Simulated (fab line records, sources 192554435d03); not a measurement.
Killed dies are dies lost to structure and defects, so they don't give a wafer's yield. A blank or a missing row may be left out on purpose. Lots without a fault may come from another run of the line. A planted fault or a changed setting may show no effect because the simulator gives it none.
A struck lot beside a sound one | flow n5_finfet | 20 steps out of a route of 1938
Sound: wafers L444.1, L444.2, L444.6. Struck: wafers L433.1, L433.5, L433.6. The cause comes at the end.
At each step with rows: each side's tool, then ch and its chambers, then its first start. Under that, the readings that differ: sound wafers | struck wafers | difference of the means | sigmas: that difference in standard deviations of wafers without a fault.
alike: readings whose means differ by less than 2 such deviations, and words and numbers that are the same on both sides. not compared: withheld readings, readings that some wafer has no value for, bounds like >300 that may hide the same value, and numbers for which the record gives no deviation and whose values overlap.
The two part at a step that has a row with sigmas, a row that says differs or no value, or rows on one side only. Numbers that don't overlap but have no deviation are shown without sigmas and don't part them. A reading that every wafer of one side lacks parts them only if that side has two wafers or more.

first, 1 step without rows for these wafers: N5_BEOL_M12_ETCH_67 (etches SiARC in CF4, target depth 143 nm, time 238.3 s).
N5_BEOL_M12_ETCH_68: etches SOC in N2/H2, time 285 s.
  sound on rie_diel-01 ch 2,3, day 16 18:05; struck on rie_diel-06 ch 0,1, day 13 22:18
  alike: drypump_motor_current_A, oes_product_au, rf_vpp_V, showerhead_plenum_p_Torr, throttle_valve_pct
  not compared: rf_hours_counter_h
then, 1 step without rows for these wafers: N5_BEOL_M12_STRIP_69 (strips in N2/H2).
N5_BEOL_M12_TRENCH_ETCH_34: etches SiOC in C4F8/O2/Ar, target depth 318.95 nm, time 125.5 s.
  sound on rie_diel-01 ch 2,3, day 16 18:16; struck on rie_diel-06 ch 0,1, day 13 22:29
  alike: drypump_motor_current_A, he_inner_torr, oes_product_au, rf_vpp_V, showerhead_plenum_p_Torr, throttle_valve_pct
  not compared: rf_hours_counter_h
then, 1 step without rows for these wafers: N5_BEOL_M12_STRIP_70 (strips in C4F8/O2/Ar).
N5_BEOL_M12_OCD_MEAS_35:
  sound on ocd-01, day 16 18:26; struck on ocd-01, day 13 22:38
  alike: trench_depth_nm
then, 1 step without rows for these wafers: N5_BEOL_M12_STRIP_37 (strips in N2/H2).
N5_BEOL_M12_ETCH_38: etches SiCN in CF4/N2, target depth 68.7 nm, time 73.4 s.
  sound on rie_diel-06 ch 0,2,3, day 16 21:55; struck on rie_diel-01 ch 2,3, day 14 00:32
  alike: drypump_motor_current_A, oes_product_au, rf_vpp_V, showerhead_plenum_p_Torr, throttle_valve_pct
  not compared: rf_hours_counter_h
then, 3 steps without rows for these wafers: N5_BEOL_M12_PRECLEAN_39 (cleans in residue remover, time 60 s); N5_BEOL_M12_SRD_40 (time 30 s, dry time 30 s); N5_BEOL_M12_DEGAS_41 (time 60 s).
N5_BEOL_M12_PRE_CLEAN_42: time 30 s.
  sound on pvd_sputter-03, day 16 22:14; struck on pvd_sputter-03, day 14 01:02
  alike: heater_power_w
N5_BEOL_M12_SPUTTER_43: material TaN, target thk 15 nm, time 24.19 s.
  sound on pvd_sputter-03, day 16 22:17; struck on pvd_sputter-03, day 14 01:05
  reading                                      | sound             | struck            | difference | sigmas
  cathode_dc_power_W (W)                       | 15003 15001 15000 | 17928 17930 17930 | +2928      | +99 or more
  model.TaN_of_BEOL_M12_SPUTTER_43.thk_nm (nm) | 14.8 15 15        | 17.8 17.8 18      | +2.9       |
  alike: throttle_valve_pct
then, 3 steps without rows for these wafers: N5_BEOL_M12_SPUTTER_44 (material Ta, target thk 10 nm, time 16.13 s); N5_BEOL_M12_SPUTTER_45 (material Cu, target thk 80 nm, time 13.33 s); N5_BEOL_M12_ECD_47 (material Cu, target thk 720 nm).
N5_BEOL_M12_ANNEAL_48: time 90 s.
  sound on rtp_anneal-02 ch 0, day 16 22:42; struck on rtp_anneal-02 ch 0, day 14 01:30
  alike: wafer_temp_C_max
N5_BEOL_M12_CMP_49: polishes, stops on SiOC, t overpolish 20.6 s, target thk 320 nm.
  sound on cmp-04 ch 0,1,2, day 16 23:00; struck on cmp-04 ch 0,3, day 14 01:51
  reading                      | sound          | struck         | difference | sigmas
  barrier_field_endpoint_s (s) | 30.8 31.2 31.3 | 34.9 34.7 34.6 | +3.6       | +5
  alike: motor_current_A
N5_BEOL_M12_THK_MEAS_50: measures by xrf.
  sound on film_metro-01, day 16 23:17; struck on film_metro-02, day 14 02:07
  alike: M12_THK
N5_PASSIVATION_PROBE_49:
  sound on prober-01, day 18 14:04; struck on prober-01, day 15 10:17
  reading             | sound    | struck   | difference | sigmas
  killed_at_front_end | 53 47 67 | 24 35 31 | -26        | -3
  alike: defect_limited_yield, killed_at_M0_to_M3, killed_at_M4_up, killed_at_contacts, killed_at_other, killed_dies, killed_open, killed_short, sort_bin_4_leakage, sort_bin_5_function, sort_bin_6_memory, sort_bin_8_speed, sort_n_pass, sort_yield_pct

WHERE THEY PART
First at N5_BEOL_M12_SPUTTER_43; last, within this record, at N5_PASSIVATION_PROBE_49.

WHY: what the simulator had put in
Process parameter drift: pvd_sputter-03, from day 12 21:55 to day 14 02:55, at N5_BEOL_M12_SPUTTER_43. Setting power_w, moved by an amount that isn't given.
